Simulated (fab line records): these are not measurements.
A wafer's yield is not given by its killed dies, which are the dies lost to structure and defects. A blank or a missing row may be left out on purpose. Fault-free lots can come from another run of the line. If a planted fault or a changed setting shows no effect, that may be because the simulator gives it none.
Chamber matching + flow nand harc + NHARC_A_STAIRCASE_ETCH_444 on rie diel-11: 4 sister chambers
The step etches the open film in C4F8/O2, target depth 10200 nm, time 3400 s. 8 wafers are shown with their chamber, then 11 later ones without.

== EACH WAFER AND ITS CHAMBER ==
| wafer  | chamber | rf vpp V (V) | oes product au (a.u.) |
|--------|---------|--------------|-----------------------|
| L081.3 | 3       | 804          | 0.932                 |
| L084.1 | 0       | 808          | 0.923                 |
| L084.2 | 3       | 805          | 0.924                 |
| L084.3 | 2       | 809          | 0.917                 |
| L087.3 | 0       | 808          | 0.936                 |
| L087.4 | 1       | 801          | 0.966                 |
| L087.5 | 2       | 809          | 0.961                 |
| L090.2 | 1       | 800          | 0.965                 |

== WAFERS MISSING THEIR CHAMBER ==
| wafer  | rf vpp V (V) | oes product au (a.u.) |
|--------|--------------|-----------------------|
| L090.3 | 808          | 0.960                 |
| L090.4 | 805          | 0.974                 |
| L091.1 | 807          | 0.943                 |
| L091.2 | 808          | 0.962                 |
| L091.6 | 799          | 0.966                 |
| L094.2 | 798          | 0.932                 |
| L094.3 | 804          | 0.915                 |
| L094.4 | 809          | 0.921                 |
| L097.3 | 804          | 0.908                 |
| L097.4 | 809          | 0.936                 |
| L097.6 | 806          | 0.920                 |

== EACH ONE'S CHAMBER ==
| wafer  | from the rows above     | in truth |
|--------|-------------------------|----------|
| L090.3 | can't be placed: 0 or 2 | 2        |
| L090.4 | 3                       | 3        |
| L091.1 | can't be placed: 0 or 2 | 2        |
| L091.2 | can't be placed: 0 or 2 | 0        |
| L091.6 | 1                       | 1        |
| L094.2 | 1                       | 1        |
| L094.3 | 3                       | 3        |
| L094.4 | can't be placed: 2 or 0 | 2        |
| L097.3 | 3                       | 3        |
| L097.4 | can't be placed: 2 or 0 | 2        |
| L097.6 | can't be placed: 3 or 0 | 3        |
Correctly placed: 5 of 11. Not placeable from these rows: 6 (in 6, the candidates include the true chamber). Number placed wrongly: 0.
How it was worked out, from the rows above alone: a wafer's distance from a chamber is the root of the sum, over the readings, of the square of ((its reading less the chamber's mean) divided by the reading's scatter). The wafer belongs to the nearest chamber; if the next one is less than 2 further off, it can't be placed. A chamber's mean is the mean of its shown wafers. How the scatter is found: for the shown wafers, subtract from each reading the mean of its chamber, square and add these, divide the total by (wafers less chambers), then take the root.
